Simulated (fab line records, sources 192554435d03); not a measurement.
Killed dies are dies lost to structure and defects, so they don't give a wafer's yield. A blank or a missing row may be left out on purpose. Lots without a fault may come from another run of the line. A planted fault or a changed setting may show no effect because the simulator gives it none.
Chamber matching | flow n5_finfet | N5_BEOL_M6_STRIP_19 on rie_diel-06: 4 sister chambers
The step strips in O2. 4 wafers are shown with their chamber, then 9 later ones without.

WAFERS WITH THEIR CHAMBER
wafer  | chamber | showerhead_plenum_p_Torr (Torr)
L080.2 | 0       | 2.02
L088.1 | 3       | 2.02
L088.5 | 2       | 2.15
L088.6 | 1       | 2.02

WAFERS WITHOUT THEIR CHAMBER
wafer  | showerhead_plenum_p_Torr (Torr)
L087.1 | 2.15
L087.3 | 2.02
L087.6 | 2.01
L094.1 | 2.02
L094.5 | 2.02
L094.6 | 2.01
L097.2 | 2.14
L097.3 | 2.02
L097.5 | 2.14

WHICH CHAMBER EACH WENT THROUGH
wafer  | from the rows above          | in truth
L087.1 | 2                            | 2
L087.3 | can't be placed: 0 or 1 or 3 | 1
L087.6 | can't be placed: 0 or 1 or 3 | 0
L094.1 | can't be placed: 0 or 1 or 3 | 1
L094.5 | can't be placed: 0 or 1 or 3 | 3
L094.6 | can't be placed: 0 or 1 or 3 | 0
L097.2 | 2                            | 2
L097.3 | can't be placed: 0 or 1 or 3 | 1
L097.5 | 2                            | 2
Placed correctly: 3 of 9. Can't be placed from these rows: 6 (the true chamber is among the candidates in 6). Placed wrongly: 0.
How it was worked out, from the rows above alone: a wafer's distance from a chamber is the root of the sum, over the readings, of the square of ((its reading less the chamber's mean) divided by the reading's scatter). The wafer belongs to the nearest chamber; if the next one is less than 2 further off, it can't be placed. A chamber's mean is the mean of its shown wafers. The scatter: with one shown wafer a chamber, the root of the mean of the squares of how far each hidden wafer lies from its nearest shown one.
